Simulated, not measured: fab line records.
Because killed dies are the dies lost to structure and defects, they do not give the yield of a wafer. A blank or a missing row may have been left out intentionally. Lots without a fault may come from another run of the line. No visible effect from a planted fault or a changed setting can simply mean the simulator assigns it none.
Which tool is to blame? + flow nand-harc + 18 wafers from 6 lots sampled at 3 of the route's 1302 steps

## WHAT EACH GAUGE READ, for each wafer
NHARC_A_ONON_D2_THK_MEAS_24: measures by ellipsometry.
| lot  | measured     | on            | thk-nm (nm)    |
|------|--------------|---------------|----------------|
| L656 | day 13 08:31 | film-metro-01 | 1019 1018 1018 |
| L655 | day 14 10:28 | film-metro-02 | 996 999 997    |
| L660 | day 15 17:33 | film-metro-01 | 1001 1002 1001 |
| L661 | day 15 21:04 | film-metro-01 | 1018 1018 1020 |
| L663 | day 16 09:47 | film-metro-02 | 1016 1017 1017 |
| L669 | day 18 22:57 | film-metro-02 | 1595 1594 1006 |

## WHAT TOOL EACH LOT RAN ON (gives the tool, then ch and the chambers of the sampled wafers, and finally the start)
| lot  | NHARC_A_CHANNEL_FILL_D1_CMP_10 | NHARC_A_ONON_D2_DEP_22           |
|------|--------------------------------|----------------------------------|
| L656 | cmp-01 ch 1,2,3, day 11 11:07  | pecvd-onon-02 ch 0, day 13 08:01 |
| L655 | cmp-01 ch 1,2,3, day 12 07:31  | pecvd-onon-02 ch 0, day 14 10:04 |
| L660 | cmp-04 ch 0,1,2, day 13 13:49  | pecvd-onon-03 ch 0, day 15 17:06 |
| L661 | cmp-03 ch 2,3, day 13 23:21    | pecvd-onon-03 ch 0, day 15 20:33 |
| L663 | cmp-03 ch 1,3, day 14 08:07    | pecvd-onon-04 ch 0, day 16 09:16 |
| L669 | cmp-01 ch 0,2,3, day 17 03:58  | pecvd-onon-02 ch 0, day 18 22:26 |
- NHARC_A_CHANNEL_FILL_D1_CMP_10: polishes, target thk 150 nm.
- NHARC_A_ONON_D2_DEP_22: target thk 1000 nm.

## THE ANSWER, worked out from the rows above alone
Rule: what is usual is taken from the lots themselves. The widest of any qualifying gaps counts: lots, ordered by their means at a reading, are off when they make up no more than a third of the lots, leave a main group of 4 or more, and stand apart from it by 3 or more times the standard deviation of that group's means. A main group whose means are all the same, to the digits that the tables above print for the reading, isn't used. Also off: a lot with no number at a reading for which 4 or more lots have one. The other lots that the step has rows for count as sound.
Off: L669, at NHARC_A_ONON_D2_THK_MEAS_24 (thk-nm). Mean 1010 nm and standard deviation 9.2 in the main group.
A tool fits if, at a process step before that reading, it ran every lot that is off, and no sound lot after the first of them. Gauges at NHARC_A_ONON_D2_THK_MEAS_24: tried the same way as those tools. Can't be told from this: 3 tools fit, cmp-01 at NHARC_A_CHANNEL_FILL_D1_CMP_10, pecvd-onon-02 at NHARC_A_ONON_D2_DEP_22, film-metro-02 at NHARC_A_ONON_D2_THK_MEAS_24.

## WHAT WAS PUT IN BY THE SIMULATOR
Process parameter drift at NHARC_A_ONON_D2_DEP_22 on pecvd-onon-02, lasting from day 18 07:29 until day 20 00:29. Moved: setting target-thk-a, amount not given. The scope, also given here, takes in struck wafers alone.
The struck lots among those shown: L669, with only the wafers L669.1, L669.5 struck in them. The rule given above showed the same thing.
